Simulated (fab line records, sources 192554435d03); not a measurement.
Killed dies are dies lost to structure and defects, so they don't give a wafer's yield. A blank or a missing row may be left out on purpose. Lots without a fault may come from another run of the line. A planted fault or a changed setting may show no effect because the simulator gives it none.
Chamber matching | flow n5_finfet | N5_BEOL_M10_DESCUM_33 on rie_diel-03: 4 sister chambers
The step chemistry O2, time 7.9 s. 8 wafers are shown with their chamber, then 10 later ones without.

WAFERS WITH THEIR CHAMBER
wafer  | chamber | showerhead_plenum_p_Torr (Torr) | drypump_motor_current_A (A)
L081.1 | 3       | 2.06                            | 5.3
L080.2 | 3       | 2.06                            | 5.4
L086.6 | 0       | 2.25                            | 5.5
L090.1 | 0       | 2.24                            | 5.5
L090.4 | 2       | 1.97                            | 5.2
L090.5 | 1       | 2.00                            | 6.0
L091.2 | 1       | 2.00                            | 6.0
L091.3 | 2       | 1.96                            | 5.2

WAFERS WITHOUT THEIR CHAMBER
wafer  | showerhead_plenum_p_Torr (Torr) | drypump_motor_current_A (A)
L091.5 | 1.96                            | 5.2
L094.2 | 2.05                            | 5.4
L094.4 | 1.96                            | 5.2
L094.5 | 2.24                            | 5.5
L095.2 | 2.00                            | 6.0
L095.3 | 2.05                            | 5.3
L095.4 | 2.24                            | 5.5
L096.2 | 2.24                            | 5.5
L096.3 | 2.05                            | 5.3
L096.6 | 2.00                            | 6.0

WHICH CHAMBER EACH WENT THROUGH
wafer  | from the rows above | in truth
L091.5 | 2                   | 2
L094.2 | 3                   | 3
L094.4 | 2                   | 2
L094.5 | 0                   | 0
L095.2 | 1                   | 1
L095.3 | 3                   | 3
L095.4 | 0                   | 0
L096.2 | 0                   | 0
L096.3 | 3                   | 3
L096.6 | 1                   | 1
Placed correctly: 10 of 10. Can't be placed from these rows: 0. Placed wrongly: 0.
How it was worked out, from the rows above alone: a wafer's distance from a chamber is the root of the sum, over the readings, of the square of ((its reading less the chamber's mean) divided by the reading's scatter). The wafer belongs to the nearest chamber; if the next one is less than 2 further off, it can't be placed. A chamber's mean is the mean of its shown wafers. The scatter: the root of (the sum of the squares of (reading less its chamber's mean) over the shown wafers, divided by (wafers less chambers)).
